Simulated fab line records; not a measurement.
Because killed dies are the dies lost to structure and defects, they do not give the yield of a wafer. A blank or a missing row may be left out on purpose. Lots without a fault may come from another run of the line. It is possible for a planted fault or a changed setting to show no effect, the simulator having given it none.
Which tool is to blame? :: flow n5-finfet :: 23 lots, 69 wafers sampled, at 3 steps of a route of 1938

WHAT EACH GAUGE READ, for each wafer
N5_HKMG_FIN_INSPECT_28: inspects for defects (darkfield).
lot: L074
measured: day 4 05:44
on: defect-inspect-02
raw-defect-count: 42 34 37

lot: L075
measured: day 4 15:08
on: defect-inspect-02
raw-defect-count: 51 38 22

lot: L076
measured: day 5 05:34
on: defect-inspect-01
raw-defect-count: 54 60 61

lot: L077
measured: day 5 11:31
on: defect-inspect-01
raw-defect-count: 57 43 34

lot: L078
measured: day 5 14:11
on: defect-inspect-01
raw-defect-count: 43 37 34

lot: L079
measured: day 5 19:43
on: defect-inspect-01
raw-defect-count: 40 31 50

lot: L080
measured: day 5 22:23
on: defect-inspect-01
raw-defect-count: 27 15 37

lot: L081
measured: day 6 06:16
on: defect-inspect-01
raw-defect-count: 50 20 37

lot: L082
measured: day 6 07:50
on: defect-inspect-01
raw-defect-count: 33 13 21

lot: L083
measured: day 6 16:24
on: defect-inspect-02
raw-defect-count: 36 41 48

lot: L084
measured: day 6 21:14
on: defect-inspect-02
raw-defect-count: 40 30 24

lot: L085
measured: day 7 04:55
on: defect-inspect-02
raw-defect-count: 19 42 32

lot: L087
measured: day 7 16:50
on: defect-inspect-01
raw-defect-count: 30 22 17

lot: L088
measured: day 7 22:18
on: defect-inspect-02
raw-defect-count: 79 122 79

lot: L089
measured: day 8 04:12
on: defect-inspect-01
raw-defect-count: 36 68 70

lot: L090
measured: day 8 09:41
on: defect-inspect-02
raw-defect-count: 60 38 86

lot: L091
measured: day 8 16:08
on: defect-inspect-02
raw-defect-count: 39 45 28

lot: L092
measured: day 9 00:55
on: defect-inspect-01
raw-defect-count: 28 23 15

lot: L093
measured: day 9 04:07
on: defect-inspect-01
raw-defect-count: 41 41 30

lot: L094
measured: day 9 10:40
on: defect-inspect-01
raw-defect-count: 18 22 5

lot: L095
measured: day 9 15:01
on: defect-inspect-01
raw-defect-count: 25 48 39

lot: L096
measured: day 9 23:40
on: defect-inspect-02
raw-defect-count: 26 38 44

lot: L097
measured: day 10 03:53
on: defect-inspect-02
raw-defect-count: 52 34 40

WHICH TOOL RAN EACH LOT (tool, then ch and the chambers of the sampled wafers, then the start)
lot: L074
N5_HKMG_FIN_STRIP_90: rie-diel-03 ch 1,3, day 4 03:49
N5_HKMG_FIN_CMP_23: cmp-03 ch 0,1,2, day 4 05:07

lot: L075
N5_HKMG_FIN_STRIP_90: rie-diel-03 ch 2,3, day 4 13:05
N5_HKMG_FIN_CMP_23: cmp-03 ch 0,1,2, day 4 14:25

lot: L076
N5_HKMG_FIN_STRIP_90: rie-diel-02 ch 0,1,2, day 5 03:31
N5_HKMG_FIN_CMP_23: cmp-04 ch 0,2,3, day 5 05:01

lot: L077
N5_HKMG_FIN_STRIP_90: rie-diel-04 ch 0,1,2, day 5 09:29
N5_HKMG_FIN_CMP_23: cmp-02 ch 0,2, day 5 10:53

lot: L078
N5_HKMG_FIN_STRIP_90: rie-diel-04 ch 1,3, day 5 12:08
N5_HKMG_FIN_CMP_23: cmp-02 ch 0,1,2, day 5 13:33

lot: L079
N5_HKMG_FIN_STRIP_90: rie-diel-03 ch 1,2,3, day 5 17:47
N5_HKMG_FIN_CMP_23: cmp-04 ch 0,2,3, day 5 19:00

lot: L080
N5_HKMG_FIN_STRIP_90: rie-diel-03 ch 0,2,3, day 5 20:25
N5_HKMG_FIN_CMP_23: cmp-04 ch 0,2,3, day 5 21:40

lot: L081
N5_HKMG_FIN_STRIP_90: rie-diel-04 ch 0,1, day 6 04:15
N5_HKMG_FIN_CMP_23: cmp-04 ch 0,2,3, day 6 05:33

lot: L082
N5_HKMG_FIN_STRIP_90: rie-diel-02 ch 0,1, day 6 05:54
N5_HKMG_FIN_CMP_23: cmp-03 ch 0,1, day 6 07:07

lot: L083
N5_HKMG_FIN_STRIP_90: rie-diel-04 ch 0,2, day 6 14:28
N5_HKMG_FIN_CMP_23: cmp-04 ch 1,3, day 6 15:46

lot: L084
N5_HKMG_FIN_STRIP_90: rie-diel-03 ch 0,2, day 6 19:19
N5_HKMG_FIN_CMP_23: cmp-04 ch 0,2, day 6 20:37

lot: L085
N5_HKMG_FIN_STRIP_90: rie-diel-04 ch 0,3, day 7 02:58
N5_HKMG_FIN_CMP_23: cmp-03 ch 0,1, day 7 04:11

lot: L087
N5_HKMG_FIN_STRIP_90: rie-diel-03 ch 0,3, day 7 14:54
N5_HKMG_FIN_CMP_23: cmp-04 ch 0,3, day 7 16:07

lot: L088
N5_HKMG_FIN_STRIP_90: rie-diel-02 ch 0,1,3, day 7 20:22
N5_HKMG_FIN_CMP_23: cmp-02 ch 0,1,2, day 7 21:40

lot: L089
N5_HKMG_FIN_STRIP_90: rie-diel-03 ch 1,2,3, day 8 02:14
N5_HKMG_FIN_CMP_23: cmp-02 ch 1,2,3, day 8 03:34

lot: L090
N5_HKMG_FIN_STRIP_90: rie-diel-04 ch 0,1,3, day 8 07:46
N5_HKMG_FIN_CMP_23: cmp-04 ch 0,1,2, day 8 09:04

lot: L091
N5_HKMG_FIN_STRIP_90: rie-diel-03 ch 0,2,3, day 8 14:05
N5_HKMG_FIN_CMP_23: cmp-04 ch 2,3, day 8 15:25

lot: L092
N5_HKMG_FIN_STRIP_90: rie-diel-02 ch 0,2, day 8 22:59
N5_HKMG_FIN_CMP_23: cmp-02 ch 0,2,3, day 9 00:17

lot: L093
N5_HKMG_FIN_STRIP_90: rie-diel-02 ch 2,3, day 9 02:05
N5_HKMG_FIN_CMP_23: cmp-04 ch 1,2,3, day 9 03:34

lot: L094
N5_HKMG_FIN_STRIP_90: rie-diel-02 ch 2,3, day 9 08:31
N5_HKMG_FIN_CMP_23: cmp-03 ch 1,2,3, day 9 10:02

lot: L095
N5_HKMG_FIN_STRIP_90: rie-diel-04 ch 0,1,3, day 9 12:56
N5_HKMG_FIN_CMP_23: cmp-03 ch 0,1,3, day 9 14:33

lot: L096
N5_HKMG_FIN_STRIP_90: rie-diel-03 ch 1,2,3, day 9 21:44
N5_HKMG_FIN_CMP_23: cmp-03 ch 0,1,3, day 9 23:12

lot: L097
N5_HKMG_FIN_STRIP_90: rie-diel-03 ch 0,1,2, day 10 01:50
N5_HKMG_FIN_CMP_23: cmp-03 ch 1,3, day 10 03:11
- N5_HKMG_FIN_STRIP_90: strips SOC in N2/H2, time 20 s.
- N5_HKMG_FIN_CMP_23: polishes, stops on SiNx, t overpolish 10 s, target thk 46.326 nm.

WHAT THE TOOLS THEMSELVES READ (means of the sampled wafers that have a number; where no wafer has one, the mark that the record gives instead)
N5_HKMG_FIN_STRIP_90.
lot: L074
tool: rie-diel-03
drypump-motor-current-A (A): 5.1
oes-product-au (a.u.): 0.68
power-w (W): 500.9
rf-fwd-power-W (W): 497.4
rf-vpp-V (V): 54.5
showerhead-plenum-p-Torr (Torr): 3.23
throttle-valve-pct (%): 19.0

lot: L075
tool: rie-diel-03
drypump-motor-current-A (A): 5.1
oes-product-au (a.u.): 0.73
power-w (W): 501.0
rf-fwd-power-W (W): 497.9
rf-vpp-V (V): 53.3
showerhead-plenum-p-Torr (Torr): 3.20
throttle-valve-pct (%): 18.9

lot: L076
tool: rie-diel-02
drypump-motor-current-A (A): 5.7
oes-product-au (a.u.): 0.79
power-w (W): 500.6
rf-fwd-power-W (W): 495.7
rf-vpp-V (V): 54.1
showerhead-plenum-p-Torr (Torr): 3.41
throttle-valve-pct (%): 19.0

lot: L077
tool: rie-diel-04
drypump-motor-current-A (A): 5.9
oes-product-au (a.u.): 0.74
power-w (W): 499.6
rf-fwd-power-W (W): 496.8
rf-vpp-V (V): 54.9
showerhead-plenum-p-Torr (Torr): 3.35
throttle-valve-pct (%): 19.2

lot: L078
tool: rie-diel-04
drypump-motor-current-A (A): 5.9
oes-product-au (a.u.): 0.71
power-w (W): 500.4
rf-fwd-power-W (W): 496.1
rf-vpp-V (V): 53.1
showerhead-plenum-p-Torr (Torr): 3.43
throttle-valve-pct (%): 19.2

lot: L079
tool: rie-diel-03
drypump-motor-current-A (A): 5.3
oes-product-au (a.u.): 0.70
power-w (W): 500.4
rf-fwd-power-W (W): 498.8
rf-vpp-V (V): 54.8
showerhead-plenum-p-Torr (Torr): 3.23
throttle-valve-pct (%): 18.9

lot: L080
tool: rie-diel-03
drypump-motor-current-A (A): 5.1
oes-product-au (a.u.): 0.77
power-w (W): 500.6
rf-fwd-power-W (W): 497.6
rf-vpp-V (V): 54.8
showerhead-plenum-p-Torr (Torr): 3.26
throttle-valve-pct (%): 18.7

lot: L081
tool: rie-diel-04
drypump-motor-current-A (A): 5.8
oes-product-au (a.u.): 0.74
power-w (W): 498.6
rf-fwd-power-W (W): 498.6
rf-vpp-V (V): 55.2
showerhead-plenum-p-Torr (Torr): 3.46
throttle-valve-pct (%): 19.3

lot: L082
tool: rie-diel-02
drypump-motor-current-A (A): 6.1
oes-product-au (a.u.): 0.81
power-w (W): 500.6
rf-fwd-power-W (W): 497.9
rf-vpp-V (V): 53.3
showerhead-plenum-p-Torr (Torr): 3.36
throttle-valve-pct (%): 18.8

lot: L083
tool: rie-diel-04
drypump-motor-current-A (A): 6.1
oes-product-au (a.u.): 0.69
power-w (W): 501.0
rf-fwd-power-W (W): 497.5
rf-vpp-V (V): 54.7
showerhead-plenum-p-Torr (Torr): 3.27
throttle-valve-pct (%): 19.1

lot: L084
tool: rie-diel-03
drypump-motor-current-A (A): 5.1
oes-product-au (a.u.): 0.83
power-w (W): 500.7
rf-fwd-power-W (W): 496.7
rf-vpp-V (V): 54.5
showerhead-plenum-p-Torr (Torr): 3.33
throttle-valve-pct (%): 18.5

lot: L085
tool: rie-diel-04
drypump-motor-current-A (A): 5.9
oes-product-au (a.u.): 0.86
power-w (W): 498.5
rf-fwd-power-W (W): 498.4
rf-vpp-V (V): 54.4
showerhead-plenum-p-Torr (Torr): 3.47
throttle-valve-pct (%): 19.0

lot: L087
tool: rie-diel-03
drypump-motor-current-A (A): 4.9
oes-product-au (a.u.): 0.93
power-w (W): 502.0
rf-fwd-power-W (W): 498.2
rf-vpp-V (V): 54.5
showerhead-plenum-p-Torr (Torr): 3.51
throttle-valve-pct (%): 18.6

lot: L088
tool: rie-diel-02
drypump-motor-current-A (A): 5.8
oes-product-au (a.u.): 0.84
power-w (W): 500.0
rf-fwd-power-W (W): 496.2
rf-vpp-V (V): 54.5
showerhead-plenum-p-Torr (Torr): 3.32
throttle-valve-pct (%): 18.7

lot: L089
tool: rie-diel-03
drypump-motor-current-A (A): 5.3
oes-product-au (a.u.): 0.78
power-w (W): 498.7
rf-fwd-power-W (W): 498.0
rf-vpp-V (V): 54.3
showerhead-plenum-p-Torr (Torr): 3.36
throttle-valve-pct (%): 18.8

lot: L090
tool: rie-diel-04
drypump-motor-current-A (A): 5.8
oes-product-au (a.u.): 0.79
power-w (W): 498.6
rf-fwd-power-W (W): 497.8
rf-vpp-V (V): 54.3
showerhead-plenum-p-Torr (Torr): 3.43
throttle-valve-pct (%): 19.1

lot: L091
tool: rie-diel-03
drypump-motor-current-A (A): 5.0
oes-product-au (a.u.): 0.83
power-w (W): 499.5
rf-fwd-power-W (W): 496.7
rf-vpp-V (V): 54.2
showerhead-plenum-p-Torr (Torr): 3.38
throttle-valve-pct (%): 18.6

lot: L092
tool: rie-diel-02
drypump-motor-current-A (A): 5.6
oes-product-au (a.u.): 0.79
power-w (W): 498.7
rf-fwd-power-W (W): 497.8
rf-vpp-V (V): 54.2
showerhead-plenum-p-Torr (Torr): 3.44
throttle-valve-pct (%): 18.8

lot: L093
tool: rie-diel-02
drypump-motor-current-A (A): 5.6
oes-product-au (a.u.): 0.88
power-w (W): 498.1
rf-fwd-power-W (W): 497.1
rf-vpp-V (V): 54.3
showerhead-plenum-p-Torr (Torr): 3.33
throttle-valve-pct (%): 18.4

lot: L094
tool: rie-diel-02
drypump-motor-current-A (A): 5.6
oes-product-au (a.u.): 0.87
power-w (W): 500.0
rf-fwd-power-W (W): 498.1
rf-vpp-V (V): 54.5
showerhead-plenum-p-Torr (Torr): 3.33
throttle-valve-pct (%): 18.5

lot: L095
tool: rie-diel-04
drypump-motor-current-A (A): 5.9
oes-product-au (a.u.): 0.77
power-w (W): 500.1
rf-fwd-power-W (W): 499.4
rf-vpp-V (V): 54.0
showerhead-plenum-p-Torr (Torr): 3.43
throttle-valve-pct (%): 19.1

lot: L096
tool: rie-diel-03
drypump-motor-current-A (A): 5.3
oes-product-au (a.u.): 0.76
power-w (W): 500.6
rf-fwd-power-W (W): 496.5
rf-vpp-V (V): 54.2
showerhead-plenum-p-Torr (Torr): 3.35
throttle-valve-pct (%): 18.8

lot: L097
tool: rie-diel-03
drypump-motor-current-A (A): 5.4
oes-product-au (a.u.): 0.74
power-w (W): 499.4
rf-fwd-power-W (W): 497.0
rf-vpp-V (V): 54.3
showerhead-plenum-p-Torr (Torr): 3.29
throttle-valve-pct (%): 18.7

N5_HKMG_FIN_CMP_23.
lot: L074
tool: cmp-03
motor-current-A (A): 12.0
overpolish-run-s (s): 10.00
retaining-ring-pressure-frac: 1.000
time-to-endpoint-s (s): 12.7

lot: L075
tool: cmp-03
motor-current-A (A): 12.4
overpolish-run-s (s): 9.99
retaining-ring-pressure-frac: 1.001
time-to-endpoint-s (s): 13.6

lot: L076
tool: cmp-04
motor-current-A (A): 12.1
overpolish-run-s (s): 10.00
retaining-ring-pressure-frac: 0.998
time-to-endpoint-s (s): 9.9

lot: L077
tool: cmp-02
motor-current-A (A): 11.5
overpolish-run-s (s): 10.01
retaining-ring-pressure-frac: 1.003
time-to-endpoint-s (s): 11.3

lot: L078
tool: cmp-02
motor-current-A (A): 12.4
overpolish-run-s (s): 10.01
retaining-ring-pressure-frac: 0.996
time-to-endpoint-s (s): 11.5

lot: L079
tool: cmp-04
motor-current-A (A): 11.8
overpolish-run-s (s): 10.00
retaining-ring-pressure-frac: 0.997
time-to-endpoint-s (s): 8.4

lot: L080
tool: cmp-04
motor-current-A (A): 12.5
overpolish-run-s (s): 10.00
retaining-ring-pressure-frac: 1.002
time-to-endpoint-s (s): 13.9

lot: L081
tool: cmp-04
motor-current-A (A): 12.5
overpolish-run-s (s): 10.00
retaining-ring-pressure-frac: 1.001
time-to-endpoint-s (s): 9.4

lot: L082
tool: cmp-03
motor-current-A (A): 12.8
overpolish-run-s (s): 10.00
retaining-ring-pressure-frac: 0.992
time-to-endpoint-s (s): 17.7

lot: L083
tool: cmp-04
motor-current-A (A): 12.0
overpolish-run-s (s): 9.99
retaining-ring-pressure-frac: 0.999
time-to-endpoint-s (s): 10.1

lot: L084
tool: cmp-04
motor-current-A (A): 12.6
overpolish-run-s (s): 9.99
retaining-ring-pressure-frac: 1.000
time-to-endpoint-s (s): 12.3

lot: L085
tool: cmp-03
motor-current-A (A): 12.6
overpolish-run-s (s): 10.00
retaining-ring-pressure-frac: 0.999
time-to-endpoint-s (s): 13.6

lot: L087
tool: cmp-04
motor-current-A (A): 11.4
overpolish-run-s (s): 10.00
retaining-ring-pressure-frac: 0.998
time-to-endpoint-s (s): 11.7

lot: L088
tool: cmp-02
motor-current-A (A): 12.0
overpolish-run-s (s): 10.00
retaining-ring-pressure-frac: 0.996
time-to-endpoint-s (s): 14.1

lot: L089
tool: cmp-02
motor-current-A (A): 11.5
overpolish-run-s (s): 10.00
retaining-ring-pressure-frac: 1.001
time-to-endpoint-s (s): 14.9

lot: L090
tool: cmp-04
motor-current-A (A): 12.3
overpolish-run-s (s): 10.00
retaining-ring-pressure-frac: 0.996
time-to-endpoint-s (s): 14.3

lot: L091
tool: cmp-04
motor-current-A (A): 11.8
overpolish-run-s (s): 10.01
retaining-ring-pressure-frac: 0.999
time-to-endpoint-s (s): 11.1

lot: L092
tool: cmp-02
motor-current-A (A): 12.5
overpolish-run-s (s): 10.00
retaining-ring-pressure-frac: 1.001
time-to-endpoint-s (s): 12.4

lot: L093
tool: cmp-04
motor-current-A (A): 12.3
overpolish-run-s (s): 10.00
retaining-ring-pressure-frac: 0.997
time-to-endpoint-s (s): 12.1

lot: L094
tool: cmp-03
motor-current-A (A): 11.5
overpolish-run-s (s): 10.00
retaining-ring-pressure-frac: 0.997
time-to-endpoint-s (s): 14.5

lot: L095
tool: cmp-03
motor-current-A (A): 12.4
overpolish-run-s (s): 10.00
retaining-ring-pressure-frac: 1.000
time-to-endpoint-s (s): 12.5

lot: L096
tool: cmp-03
motor-current-A (A): 12.3
overpolish-run-s (s): 10.00
retaining-ring-pressure-frac: 1.003
time-to-endpoint-s (s): 11.9

lot: L097
tool: cmp-03
motor-current-A (A): 12.3
overpolish-run-s (s): 10.00
retaining-ring-pressure-frac: 1.000
time-to-endpoint-s (s): 12.3

THE ANSWER, worked out from the rows above alone
Rule: what is usual is taken from the lots themselves. Put in order of their means at a reading, lots are off if they are a third of the lots or fewer, leave a main group of 4 or more, and stand apart from it by a gap of 3 or more times the standard deviation of the main group's means; of several such gaps the widest counts. Not used: any main group whose means are identical at the precision the tables above print for the reading. A lot without any number at a reading at which 4 lots or more have one is off too. Any other lot the step has rows for is counted as sound. The gauges are gone through in route order, then the tools' own readings, and for those a lot's mean is taken as printed above. At the first step where some lot is off, the reading lying furthest off is the one used; lots without a number count as furthest.
Across all readings shown, no lot is off: no conclusion can be drawn from this.

WHAT THE SIMULATOR PUT IN
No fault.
